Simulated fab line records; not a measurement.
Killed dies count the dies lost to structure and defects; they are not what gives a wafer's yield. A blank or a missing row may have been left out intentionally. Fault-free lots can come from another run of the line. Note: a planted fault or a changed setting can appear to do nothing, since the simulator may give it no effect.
fab line records :: flow n5_finfet
record:
  lots: 6
  wafers: 18
  last_day: 18
route steps=1938 shown BEOL_M11@1597 BEOL_M12@1602
lots that met no fault: taken from a fault-free run of the same line
start_h: hours from the record's first day to the start of the lot's first wafer shown :: wait_h: hours elapsed since this lot's preceding step :: " identical to the entry in the row above :: L1.1+2: a single row standing in for several wafers :: - no value, or no start given :: * or withheld: withheld :: < > ~ a bound
route shown NAME@n: names a module that has steps shown in the file, with the first one's number in the route :: usual: average and standard deviation across the fault-free wafers :: same: alike in all rows :: chamber/n: place in a boat :: sites: each site's reading :: _std_site: how widely they spread, as a standard deviation :: _edge_site: inner sites' mean taken away from outer sites' mean :: radius_mm: for every site, how far away it sits from the centre of the wafer :: mask NAME#n: copy n :: behind: the last tool/chamber to shape the wafer :: hold: the reason the lot was held/the length of the hold in hours/how it ended :: device: the transistor (n, p or np) that didn't switch :: end of line: tests run on the same wafers once the route is complete :: a step with no rows: only its recipe :: killed: dies lost to structure and defects at the first sort, not the wafer's yield :: map: dies across one wafer; x = killed, . = not, _ = none there
set.NAME: the run value of the setting; set.NAME@STEP: its run value at that earlier step :: model.NAME: the simulator's own value behind a step, which no gauge read
certain route steps with their lots: each step a table, each wafer a row
services: the hour from which a tool's chamber was out of use, counted from the record's first day as start_h (under 0 if before that day), plus the number of hours and why
== steps ==
step: N5_BEOL_M11_THK_MEAS_53
recipe:
  thk_meas_gauge: xrf
  reads: Cu_of_BEOL_M11_ECD_50
usual:
  M11_THK: 139/3.7
lot.wafer: L184.1
tool: film_metro-01
chamber: -
start_h: 274.84
wait_h: -
M11_THK[nm]: 143

lot.wafer: L184.4
tool: film_metro-01
chamber: -
start_h: 274.84
wait_h: -
M11_THK[nm]: 135

lot.wafer: L184.6
tool: film_metro-01
chamber: -
start_h: 274.84
wait_h: -
M11_THK[nm]: 138

lot.wafer: L187.3
tool: film_metro-01
chamber: -
start_h: 305.13
wait_h: -
M11_THK[nm]: 134

lot.wafer: L187.5
tool: film_metro-01
chamber: -
start_h: 305.13
wait_h: -
M11_THK[nm]: 133

lot.wafer: L187.6
tool: film_metro-01
chamber: -
start_h: 305.13
wait_h: -
M11_THK[nm]: 144

lot.wafer: L188.2
tool: film_metro-02
chamber: -
start_h: 306.32
wait_h: -
M11_THK[nm]: 135

lot.wafer: L188.5
tool: film_metro-02
chamber: -
start_h: 306.32
wait_h: -
M11_THK[nm]: 145

lot.wafer: L188.6
tool: film_metro-02
chamber: -
start_h: 306.32
wait_h: -
M11_THK[nm]: 137

lot.wafer: L193.1
tool: film_metro-01
chamber: -
start_h: 317.21
wait_h: -
M11_THK[nm]: 136

lot.wafer: L193.3
tool: film_metro-01
chamber: -
start_h: 317.21
wait_h: -
M11_THK[nm]: 133

lot.wafer: L193.5
tool: film_metro-01
chamber: -
start_h: 317.21
wait_h: -
M11_THK[nm]: 139

lot.wafer: L199.3
tool: film_metro-01
chamber: -
start_h: 384.36
wait_h: -
M11_THK[nm]: 144

lot.wafer: L199.5
tool: film_metro-01
chamber: -
start_h: 384.36
wait_h: -
M11_THK[nm]: 142

lot.wafer: L199.6
tool: film_metro-01
chamber: -
start_h: 384.36
wait_h: -
M11_THK[nm]: 135

lot.wafer: L204.2
tool: film_metro-01
chamber: -
start_h: 391.65
wait_h: -
M11_THK[nm]: 134

lot.wafer: L204.5
tool: film_metro-01
chamber: -
start_h: 391.65
wait_h: -
M11_THK[nm]: 143

lot.wafer: L204.6
tool: film_metro-01
chamber: -
start_h: 391.65
wait_h: -
M11_THK[nm]: 141
step: N5_BEOL_M11_PRE_CLEAN_55
recipe:
  gas: NH3
  time_s: 15
  temp_c: withheld
  rf_power_w: 300
step: N5_BEOL_M11_DEP_56
recipe:
  material: SiCN
  target_thk_a: 300
  temp_c: withheld
  precursor: 3MS/NH3
  pressure_torr: 3
  rf_w: 675
  time_s: 10.5
usual:
  showerhead_plenum_p_Torr: 4.154/0.023
  throttle_valve_pct: 18.9/1.1
lot.wafer: L184.1
tool: pecvd-03
chamber: 2
start_h: 274.90
wait_h: 0.0
showerhead_plenum_p_Torr: 4.180
throttle_valve_pct: 17.2

lot.wafer: L184.4
tool: pecvd-03
chamber: 2
start_h: 274.90
wait_h: 0.0
showerhead_plenum_p_Torr: 4.185
throttle_valve_pct: 16.9

lot.wafer: L184.6
tool: pecvd-03
chamber: 1
start_h: 274.90
wait_h: 0.0
showerhead_plenum_p_Torr: 4.161
throttle_valve_pct: 19.7

lot.wafer: L187.3
tool: pecvd-03
chamber: 2
start_h: 305.19
wait_h: 0.0
showerhead_plenum_p_Torr: 4.168
throttle_valve_pct: 17.2

lot.wafer: L187.5
tool: pecvd-03
chamber: 0
start_h: 305.19
wait_h: 0.0
showerhead_plenum_p_Torr: 4.163
throttle_valve_pct: 20.8

lot.wafer: L187.6
tool: pecvd-03
chamber: 1
start_h: 305.19
wait_h: 0.0
showerhead_plenum_p_Torr: 4.157
throttle_valve_pct: 20.0

lot.wafer: L188.2
tool: pecvd-02
chamber: 1
start_h: 306.39
wait_h: 0.0
showerhead_plenum_p_Torr: 4.135
throttle_valve_pct: 19.6

lot.wafer: L188.5
tool: pecvd-02
chamber: 2
start_h: 306.39
wait_h: 0.0
showerhead_plenum_p_Torr: 4.123
throttle_valve_pct: 17.7

lot.wafer: L188.6
tool: pecvd-02
chamber: 1
start_h: 306.39
wait_h: 0.0
showerhead_plenum_p_Torr: 4.145
throttle_valve_pct: 19.7

lot.wafer: L193.1
tool: pecvd-02
chamber: 0
start_h: 317.28
wait_h: 0.0
showerhead_plenum_p_Torr: 4.187
throttle_valve_pct: 19.2

lot.wafer: L193.3
tool: pecvd-02
chamber: 1
start_h: 317.28
wait_h: 0.0
showerhead_plenum_p_Torr: 4.149
throttle_valve_pct: 19.7

lot.wafer: L193.5
tool: pecvd-02
chamber: 1
start_h: 317.28
wait_h: 0.0
showerhead_plenum_p_Torr: 4.146
throttle_valve_pct: 19.5

lot.wafer: L199.3
tool: pecvd-03
chamber: 1
start_h: 384.42
wait_h: 0.0
showerhead_plenum_p_Torr: 4.160
throttle_valve_pct: 19.8

lot.wafer: L199.5
tool: pecvd-03
chamber: 1
start_h: 384.42
wait_h: 0.0
showerhead_plenum_p_Torr: 4.157
throttle_valve_pct: 19.9

lot.wafer: L199.6
tool: pecvd-03
chamber: 0
start_h: 384.42
wait_h: 0.0
showerhead_plenum_p_Torr: 4.174
throttle_valve_pct: 20.5

lot.wafer: L204.2
tool: pecvd-02
chamber: 0
start_h: 391.71
wait_h: 0.0
showerhead_plenum_p_Torr: 4.181
throttle_valve_pct: 19.2

lot.wafer: L204.5
tool: pecvd-02
chamber: 0
start_h: 391.71
wait_h: 0.0
showerhead_plenum_p_Torr: 4.186
throttle_valve_pct: 19.3

lot.wafer: L204.6
tool: pecvd-02
chamber: 2
start_h: 391.71
wait_h: 0.0
showerhead_plenum_p_Torr: 4.108
throttle_valve_pct: 17.5
step: N5_BEOL_M11_RS_MEAS_57
recipe:
  thk_meas_gauge: four-point-probe
  reads: Cu_of_BEOL_M11_ECD_50+Co_of_BEOL_M11_CVD_75+TaN_of_BEOL_M11_ALD_74
usual:
  M11_RS: 0.152/0.0043
lot.wafer: L184.1
tool: film_metro-02
chamber: -
start_h: 274.96
wait_h: 0.0
M11_RS[ohm/sq]: 0.148

lot.wafer: L184.4
tool: film_metro-02
chamber: -
start_h: 274.96
wait_h: 0.0
M11_RS[ohm/sq]: 0.158

lot.wafer: L184.6
tool: film_metro-02
chamber: -
start_h: 274.96
wait_h: 0.0
M11_RS[ohm/sq]: 0.154

lot.wafer: L187.3
tool: film_metro-02
chamber: -
start_h: 305.26
wait_h: 0.0
M11_RS[ohm/sq]: 0.159

lot.wafer: L187.5
tool: film_metro-02
chamber: -
start_h: 305.26
wait_h: 0.0
M11_RS[ohm/sq]: 0.159

lot.wafer: L187.6
tool: film_metro-02
chamber: -
start_h: 305.26
wait_h: 0.0
M11_RS[ohm/sq]: 0.146

lot.wafer: L188.2
tool: film_metro-02
chamber: -
start_h: 306.46
wait_h: 0.0
M11_RS[ohm/sq]: 0.157

lot.wafer: L188.5
tool: film_metro-02
chamber: -
start_h: 306.46
wait_h: 0.0
M11_RS[ohm/sq]: 0.146

lot.wafer: L188.6
tool: film_metro-02
chamber: -
start_h: 306.46
wait_h: 0.0
M11_RS[ohm/sq]: 0.155

lot.wafer: L193.1
tool: film_metro-01
chamber: -
start_h: 317.34
wait_h: 0.0
M11_RS[ohm/sq]: 0.155

lot.wafer: L193.3
tool: film_metro-01
chamber: -
start_h: 317.34
wait_h: 0.0
M11_RS[ohm/sq]: 0.159

lot.wafer: L193.5
tool: film_metro-01
chamber: -
start_h: 317.34
wait_h: 0.0
M11_RS[ohm/sq]: 0.152

lot.wafer: L199.3
tool: film_metro-02
chamber: -
start_h: 384.48
wait_h: 0.0
M11_RS[ohm/sq]: 0.147

lot.wafer: L199.5
tool: film_metro-02
chamber: -
start_h: 384.48
wait_h: 0.0
M11_RS[ohm/sq]: 0.148

lot.wafer: L199.6
tool: film_metro-02
chamber: -
start_h: 384.48
wait_h: 0.0
M11_RS[ohm/sq]: 0.156

lot.wafer: L204.2
tool: film_metro-01
chamber: -
start_h: 391.77
wait_h: 0.0
M11_RS[ohm/sq]: 0.158

lot.wafer: L204.5
tool: film_metro-01
chamber: -
start_h: 391.77
wait_h: 0.0
M11_RS[ohm/sq]: 0.148

lot.wafer: L204.6
tool: film_metro-01
chamber: -
start_h: 391.77
wait_h: 0.0
M11_RS[ohm/sq]: 0.151
step: N5_BEOL_M11_INSPECT_58
recipe:
  inspect_instrument: darkfield
  mode: post_dep
usual:
  raw_defect_count: 71/23
lot.wafer: L184.1
tool: defect_inspect-02
chamber: -
start_h: 274.99
wait_h: 0.0
raw_defect_count: 71

lot.wafer: L184.4
tool: defect_inspect-02
chamber: -
start_h: 274.99
wait_h: 0.0
raw_defect_count: 120

lot.wafer: L184.6
tool: defect_inspect-02
chamber: -
start_h: 274.99
wait_h: 0.0
raw_defect_count: 79

lot.wafer: L187.3
tool: defect_inspect-01
chamber: -
start_h: 305.28
wait_h: 0.0
raw_defect_count: 68

lot.wafer: L187.5
tool: defect_inspect-01
chamber: -
start_h: 305.28
wait_h: 0.0
raw_defect_count: 61

lot.wafer: L187.6
tool: defect_inspect-01
chamber: -
start_h: 305.28
wait_h: 0.0
raw_defect_count: 75

lot.wafer: L188.2
tool: defect_inspect-02
chamber: -
start_h: 306.48
wait_h: 0.0
raw_defect_count: 43

lot.wafer: L188.5
tool: defect_inspect-02
chamber: -
start_h: 306.48
wait_h: 0.0
raw_defect_count: 49

lot.wafer: L188.6
tool: defect_inspect-02
chamber: -
start_h: 306.48
wait_h: 0.0
raw_defect_count: 40

lot.wafer: L193.1
tool: defect_inspect-01
chamber: -
start_h: 317.36
wait_h: 0.0
raw_defect_count: 50

lot.wafer: L193.3
tool: defect_inspect-01
chamber: -
start_h: 317.36
wait_h: 0.0
raw_defect_count: 66

lot.wafer: L193.5
tool: defect_inspect-01
chamber: -
start_h: 317.36
wait_h: 0.0
raw_defect_count: 37

lot.wafer: L199.3
tool: defect_inspect-01
chamber: -
start_h: 384.51
wait_h: 0.0
raw_defect_count: 84

lot.wafer: L199.5
tool: defect_inspect-01
chamber: -
start_h: 384.51
wait_h: 0.0
raw_defect_count: 47

lot.wafer: L199.6
tool: defect_inspect-01
chamber: -
start_h: 384.51
wait_h: 0.0
raw_defect_count: 54

lot.wafer: L204.2
tool: defect_inspect-02
chamber: -
start_h: 391.80
wait_h: 0.0
raw_defect_count: 83

lot.wafer: L204.5
tool: defect_inspect-02
chamber: -
start_h: 391.80
wait_h: 0.0
raw_defect_count: 78

lot.wafer: L204.6
tool: defect_inspect-02
chamber: -
start_h: 391.80
wait_h: 0.0
raw_defect_count: 47
step: N5_BEOL_M12_ILD_DEP_00
recipe:
  material: SiOC
  target_thk_a: 6589.2
  temp_c: 350
  precursor: DEMS/O2
  pressure_torr: 5
  rf_w: 500
  time_s: 130.7
usual:
  heater_power_w: 475/58
  showerhead_plenum_p_Torr: 5.693/0.014
  throttle_valve_pct: 12.5/0.83
lot.wafer: L184.1
tool: pecvd-02
chamber: 0
start_h: 275.03
wait_h: 0.0
heater_power_w: 491
showerhead_plenum_p_Torr: 5.715
throttle_valve_pct: 12.4

lot.wafer: L184.4
tool: pecvd-02
chamber: 2
start_h: 275.03
wait_h: 0.0
heater_power_w: 422
showerhead_plenum_p_Torr: 5.680
throttle_valve_pct: 11.7

lot.wafer: L184.6
tool: pecvd-02
chamber: 1
start_h: 275.03
wait_h: 0.0
heater_power_w: 458
showerhead_plenum_p_Torr: 5.681
throttle_valve_pct: 12.9

lot.wafer: L187.3
tool: pecvd-04
chamber: 1
start_h: 305.32
wait_h: 0.0
heater_power_w: 460
showerhead_plenum_p_Torr: 5.705
throttle_valve_pct: 12.7

lot.wafer: L187.5
tool: pecvd-04
chamber: 0
start_h: 305.32
wait_h: 0.0
heater_power_w: 554
showerhead_plenum_p_Torr: 5.693
throttle_valve_pct: 11.9

lot.wafer: L187.6
tool: pecvd-04
chamber: 2
start_h: 305.32
wait_h: 0.0
heater_power_w: 474
showerhead_plenum_p_Torr: 5.666
throttle_valve_pct: 11.6

lot.wafer: L188.2
tool: pecvd-03
chamber: 2
start_h: 306.52
wait_h: 0.0
heater_power_w: 468
showerhead_plenum_p_Torr: 5.715
throttle_valve_pct: 10.9

lot.wafer: L188.5
tool: pecvd-03
chamber: 1
start_h: 306.52
wait_h: 0.0
heater_power_w: 446
showerhead_plenum_p_Torr: 5.693
throttle_valve_pct: 13.0

lot.wafer: L188.6
tool: pecvd-03
chamber: 0
start_h: 306.52
wait_h: 0.0
heater_power_w: 555
showerhead_plenum_p_Torr: 5.692
throttle_valve_pct: 13.7

lot.wafer: L193.1
tool: pecvd-03
chamber: 0
start_h: 317.40
wait_h: 0.0
heater_power_w: 549
showerhead_plenum_p_Torr: 5.709
throttle_valve_pct: 13.6

lot.wafer: L193.3
tool: pecvd-03
chamber: 2
start_h: 317.40
wait_h: 0.0
heater_power_w: 432
showerhead_plenum_p_Torr: 5.698
throttle_valve_pct: 11.4

lot.wafer: L193.5
tool: pecvd-03
chamber: 0
start_h: 317.40
wait_h: 0.0
heater_power_w: 576
showerhead_plenum_p_Torr: 5.701
throttle_valve_pct: 13.6

lot.wafer: L199.3
tool: pecvd-03
chamber: 0
start_h: 384.54
wait_h: 0.0
heater_power_w: 547
showerhead_plenum_p_Torr: 5.715
throttle_valve_pct: 13.5

lot.wafer: L199.5
tool: pecvd-03
chamber: 1
start_h: 384.54
wait_h: 0.0
heater_power_w: 366
showerhead_plenum_p_Torr: 5.673
throttle_valve_pct: 13.1

lot.wafer: L199.6
tool: pecvd-03
chamber: 0
start_h: 384.54
wait_h: 0.0
heater_power_w: 574
showerhead_plenum_p_Torr: 5.710
throttle_valve_pct: 13.6

lot.wafer: L204.2
tool: pecvd-03
chamber: 0
start_h: 391.84
wait_h: 0.0
heater_power_w: 539
showerhead_plenum_p_Torr: 5.712
throttle_valve_pct: 13.5

lot.wafer: L204.5
tool: pecvd-03
chamber: 1
start_h: 391.84
wait_h: 0.0
heater_power_w: 457
showerhead_plenum_p_Torr: 5.695
throttle_valve_pct: 13.0

lot.wafer: L204.6
tool: pecvd-03
chamber: 0
start_h: 391.84
wait_h: 0.0
heater_power_w: 561
showerhead_plenum_p_Torr: 5.706
throttle_valve_pct: 13.6
step: N5_BEOL_M12_THK_MEAS_01
recipe:
  reads: SiOC_of_BEOL_M12_ILD_DEP_00
usual:
  M12_ILD_THK: 660/8.4
lot.wafer: L184.1
tool: film_metro-02
chamber: -
start_h: 275.16
wait_h: 0.1
M12_ILD_THK[nm]: 651

lot.wafer: L184.4
tool: film_metro-02
chamber: -
start_h: 275.16
wait_h: 0.1
M12_ILD_THK[nm]: 668

lot.wafer: L184.6
tool: film_metro-02
chamber: -
start_h: 275.16
wait_h: 0.1
M12_ILD_THK[nm]: 669

lot.wafer: L187.3
tool: film_metro-01
chamber: -
start_h: 305.45
wait_h: 0.1
M12_ILD_THK[nm]: 661

lot.wafer: L187.5
tool: film_metro-01
chamber: -
start_h: 305.45
wait_h: 0.1
M12_ILD_THK[nm]: 663

lot.wafer: L187.6
tool: film_metro-01
chamber: -
start_h: 305.45
wait_h: 0.1
M12_ILD_THK[nm]: 659

lot.wafer: L188.2
tool: film_metro-01
chamber: -
start_h: 306.65
wait_h: 0.1
M12_ILD_THK[nm]: 650

lot.wafer: L188.5
tool: film_metro-01
chamber: -
start_h: 306.65
wait_h: 0.1
M12_ILD_THK[nm]: 666

lot.wafer: L188.6
tool: film_metro-01
chamber: -
start_h: 306.65
wait_h: 0.1
M12_ILD_THK[nm]: 656

lot.wafer: L193.1
tool: film_metro-01
chamber: -
start_h: 317.53
wait_h: 0.1
M12_ILD_THK[nm]: 653

lot.wafer: L193.3
tool: film_metro-01
chamber: -
start_h: 317.53
wait_h: 0.1
M12_ILD_THK[nm]: 662

lot.wafer: L193.5
tool: film_metro-01
chamber: -
start_h: 317.53
wait_h: 0.1
M12_ILD_THK[nm]: 663

lot.wafer: L199.3
tool: film_metro-02
chamber: -
start_h: 384.67
wait_h: 0.1
M12_ILD_THK[nm]: 653

lot.wafer: L199.5
tool: film_metro-02
chamber: -
start_h: 384.67
wait_h: 0.1
M12_ILD_THK[nm]: 674

lot.wafer: L199.6
tool: film_metro-02
chamber: -
start_h: 384.67
wait_h: 0.1
M12_ILD_THK[nm]: 661

lot.wafer: L204.2
tool: film_metro-02
chamber: -
start_h: 391.97
wait_h: 0.1
M12_ILD_THK[nm]: 657

lot.wafer: L204.5
tool: film_metro-02
chamber: -
start_h: 391.97
wait_h: 0.1
M12_ILD_THK[nm]: 674

lot.wafer: L204.6
tool: film_metro-02
chamber: -
start_h: 391.97
wait_h: 0.1
M12_ILD_THK[nm]: 670
step: N5_BEOL_M12_COAT_58
recipe:
  resist: BARC
  temp_c: 205
  time_s: 60
  spin_rpm: 1500
  resist_thk_nm: 89
step: N5_BEOL_M12_COAT_04
recipe:
  spin_rpm: 1625
  resist_thk_nm: 400
step: N5_BEOL_M12_EBR_06
recipe:
  solvent: PGMEA
  ebr_width_mm: 1.5
step: N5_BEOL_M12_SOFTBAKE_05
recipe:
  temp_c: 130
  time_s: 60
step: N5_BEOL_M12_EXPOSE_07
recipe:
  mask_id: V11
  na: 0.93
  source_shape: conventional
  sigma_outer: 0.6
  polarization: unpolarized
  attpsm_phase_deg: 180
  dose_mj: 32.5
step: N5_BEOL_M12_PEB_08
recipe:
  peb_temp_c: 130
  peb_time_s: 90
usual:
  chill_plate_temp_C: 22.98/0.1
  exhaust_pa: 44.9/0.85
  plate_temp_C: 130.00/0.14
lot.wafer: L184.1
tool: litho_track-01
chamber: 0
start_h: 275.47
wait_h: 0.1
chill_plate_temp_C: 22.84
exhaust_pa: 45.7
plate_temp_C: 129.96

lot.wafer: L184.4
tool: litho_track-01
chamber: 0
start_h: 275.47
wait_h: 0.1
chill_plate_temp_C: 22.93
exhaust_pa: 46.4
plate_temp_C: 130.05

lot.wafer: L184.6
tool: litho_track-01
chamber: 0
start_h: 275.47
wait_h: 0.1
chill_plate_temp_C: 23.03
exhaust_pa: 45.0
plate_temp_C: 129.94

lot.wafer: L187.3
tool: litho_track-02
chamber: 0
start_h: 305.77
wait_h: 0.0
chill_plate_temp_C: 23.00
exhaust_pa: 45.5
plate_temp_C: 130.19

lot.wafer: L187.5
tool: litho_track-02
chamber: 0
start_h: 305.77
wait_h: 0.0
chill_plate_temp_C: 23.01
exhaust_pa: 45.9
plate_temp_C: 130.08

lot.wafer: L187.6
tool: litho_track-02
chamber: 0
start_h: 305.77
wait_h: 0.0
chill_plate_temp_C: 23.04
exhaust_pa: 44.5
plate_temp_C: 130.00

lot.wafer: L188.2
tool: litho_track-04
chamber: -
start_h: 306.84
wait_h: 0.0
chill_plate_temp_C: -
exhaust_pa: -
plate_temp_C: -

lot.wafer: L188.5
tool: litho_track-04
chamber: -
start_h: 306.84
wait_h: 0.0
chill_plate_temp_C: -
exhaust_pa: -
plate_temp_C: -

lot.wafer: L188.6
tool: litho_track-04
chamber: -
start_h: 306.84
wait_h: 0.0
chill_plate_temp_C: -
exhaust_pa: -
plate_temp_C: -

lot.wafer: L193.1
tool: litho_track-02
chamber: -
start_h: 317.85
wait_h: 0.1
chill_plate_temp_C: -
exhaust_pa: -
plate_temp_C: -

lot.wafer: L193.3
tool: litho_track-02
chamber: -
start_h: 317.85
wait_h: 0.1
chill_plate_temp_C: -
exhaust_pa: -
plate_temp_C: -

lot.wafer: L193.5
tool: litho_track-02
chamber: -
start_h: 317.85
wait_h: 0.1
chill_plate_temp_C: -
exhaust_pa: -
plate_temp_C: -

lot.wafer: L199.3
tool: litho_track-01
chamber: 0
start_h: 384.99
wait_h: 0.0
chill_plate_temp_C: 22.72
exhaust_pa: 45.8
plate_temp_C: 129.92

lot.wafer: L199.5
tool: litho_track-01
chamber: 0
start_h: 384.99
wait_h: 0.0
chill_plate_temp_C: 22.92
exhaust_pa: 45.0
plate_temp_C: 129.96

lot.wafer: L199.6
tool: litho_track-01
chamber: 0
start_h: 384.99
wait_h: 0.0
chill_plate_temp_C: 23.02
exhaust_pa: 45.7
plate_temp_C: 129.94

lot.wafer: L204.2
tool: litho_track-01
chamber: 0
start_h: 392.28
wait_h: 0.0
chill_plate_temp_C: 23.03
exhaust_pa: 45.6
plate_temp_C: 130.00

lot.wafer: L204.5
tool: litho_track-01
chamber: 0
start_h: 392.28
wait_h: 0.0
chill_plate_temp_C: 23.00
exhaust_pa: 45.5
plate_temp_C: 129.98

lot.wafer: L204.6
tool: litho_track-01
chamber: 0
start_h: 392.28
wait_h: 0.0
chill_plate_temp_C: 23.03
exhaust_pa: 43.7
plate_temp_C: 129.81
step: N5_BEOL_M12_DEVELOP_09
recipe:
  develop_time_s: 45
  rinse_liquid: diw
  dry: air_spin
  dev_temp_c: 21
== services ==
tool: pecvd-04
chamber: 2
start_h: 258.08
hours: 2.1
kind: scheduled_down

tool: pecvd-02
chamber: 1
start_h: 260.62
hours: 5.5
kind: scheduled_down

tool: pecvd-04
chamber: 0
start_h: 292.97
hours: 2.1
kind: scheduled_down

tool: litho_track-04
chamber: -
start_h: 321.31
hours: -
kind: consumable_replace:filter

tool: pecvd-03
chamber: -
start_h: 331.36
hours: 0.6
kind: repair

tool: pecvd-03
chamber: 2
start_h: 335.42
hours: 2.1
kind: scheduled_down

tool: litho_track-01
chamber: -
start_h: 345.96
hours: -
kind: consumable_replace:filter

tool: pecvd-03
chamber: 1
start_h: 354.73
hours: 2.1
kind: scheduled_down

tool: litho_track-02
chamber: -
start_h: 361.12
hours: -
kind: consumable_replace:filter

tool: pecvd-02
chamber: -
start_h: 376.57
hours: 1.0
kind: repair

tool: pecvd-04
chamber: 1
start_h: 383.62
hours: -
kind: clean

tool: pecvd-04
chamber: 1
start_h: 383.62
hours: -
kind: consumable_replace:showerhead

tool: pecvd-04
chamber: 1
start_h: 383.62
hours: 29.0
kind: scheduled_down

tool: pecvd-04
chamber: 1
start_h: 383.62
hours: 29.0
kind: vent_cycle
== key ==
first_sign:
  step: N5_BEOL_M12_PEB_08
  reading: tool_record
  direction: missing
effect none on later readings
met_at N5_BEOL_M12_PEB_08
struck_wafers L188.2,L188.5,L188.6,L193.1,L193.3,L193.5
later_rows_left_out L188.2,L188.5,L188.6,L193.1,L193.3,L193.5
sort_left_out L188.2,L188.5,L188.6,L193.1,L193.3,L193.5
onset_between 305.77 306.84
fault:
  kind: skipped_step_whole
  tool: litho_track-02,litho_track-04
  chamber: -
  onset_h: 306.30
  steps: N5_BEOL_M12_PEB_08
  scope: struck_lots_only
sort_left_out: the simulated sort isn't trusted on such a fault, so these wafers' sort isn't shown, and their yield isn't known
later_rows_left_out: the simulator's readings of these wafers behind a module that went badly wrong aren't trusted and aren't shown, but for the sort
